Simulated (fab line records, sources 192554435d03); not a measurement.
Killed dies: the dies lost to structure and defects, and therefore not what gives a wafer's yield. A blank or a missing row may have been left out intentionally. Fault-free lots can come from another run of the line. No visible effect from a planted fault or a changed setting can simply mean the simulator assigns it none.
Chamber matching | flow n5Finfet | 4 sister chambers for N5_BEOL_M8_STRIP_67 on rieDiel-05
The step strips in CF4. 16 wafers are shown with their chamber, then 8 later ones without.

## EACH WAFER AND ITS CHAMBER
wafer  | chamber | showerheadPlenumPTorr (Torr) | drypumpMotorCurrentA (A) | throttleValvePct (%)
L076.1 | 2       | 1.65                         | 5.5                      | 13.58
L076.4 | 0       | 1.83                         | 5.1                      | 13.07
L076.6 | 2       | 1.65                         | 5.5                      | 13.58
L077.2 | 1       | 1.87                         | 6.1                      | 13.75
L077.3 | 0       | 1.83                         | 5.1                      | 13.08
L077.4 | 1       | 1.87                         | 6.2                      | 13.78
L079.1 | 2       | 1.65                         | 5.5                      | 13.60
L079.4 | 1       | 1.87                         | 6.1                      | 13.80
L079.6 | 1       | 1.87                         | 6.1                      | 13.81
L085.4 | 2       | 1.65                         | 5.5                      | 13.66
L085.5 | 3       | 1.76                         | 5.6                      | 13.67
L085.6 | 2       | 1.65                         | 5.5                      | 13.64
L087.1 | 3       | 1.76                         | 5.5                      | 13.65
L087.2 | 2       | 1.65                         | 5.5                      | 13.65
L087.3 | 1       | 1.87                         | 6.1                      | 13.84
L092.2 | 0       | 1.82                         | 5.1                      | 13.15

SIGNATURES (averages over the wafers above)
reading               | chamber 0 | chamber 1 | chamber 2 | chamber 3 | scatter within a chamber
showerheadPlenumPTorr | 1.8267    | 1.8700    | 1.6500    | 1.7600    | 0.00236
drypumpMotorCurrentA  | 5.100     | 6.120     | 5.500     | 5.550     | 0.0329
throttleValvePct      | 13.1000   | 13.7960   | 13.6183   | 13.6600   | 0.0354
Rule: for a wafer and a chamber, the distance is found by dividing, reading by reading, the gap between the wafer's reading and the chamber's mean by the reading's scatter, squaring, summing and taking the root. If the next closest chamber is less than 2 further off than the closest, the wafer can't be placed; otherwise it belongs to the closest. How the scatter is found: for the shown wafers, subtract from each reading the mean of its chamber, square and add these, divide the total by (wafers less chambers), then take the root.

## WAFERS MISSING THEIR CHAMBER
wafer  | showerheadPlenumPTorr (Torr) | drypumpMotorCurrentA (A) | throttleValvePct (%)
L092.4 | 1.64                         | 5.4                      | 13.68
L092.6 | 1.64                         | 5.4                      | 13.66
L095.3 | 1.82                         | 5.1                      | 13.18
L095.5 | 1.86                         | 6.1                      | 13.87
L095.6 | 1.64                         | 5.5                      | 13.69
L097.2 | 1.75                         | 5.6                      | 13.70
L097.4 | 1.64                         | 5.5                      | 13.69
L097.5 | 1.64                         | 5.5                      | 13.69

## WHICH CHAMBER EACH WENT THROUGH
wafer  | from the rows above | in truth
L092.4 | 2                   | 2
L092.6 | 2                   | 2
L095.3 | 0                   | 0
L095.5 | 1                   | 1
L095.6 | 2                   | 2
L097.2 | 3                   | 3
L097.4 | 2                   | 2
L097.5 | 2                   | 2
Correct placement for 8 of the 8. Number that these rows cannot place: 0. Placed wrongly: 0.
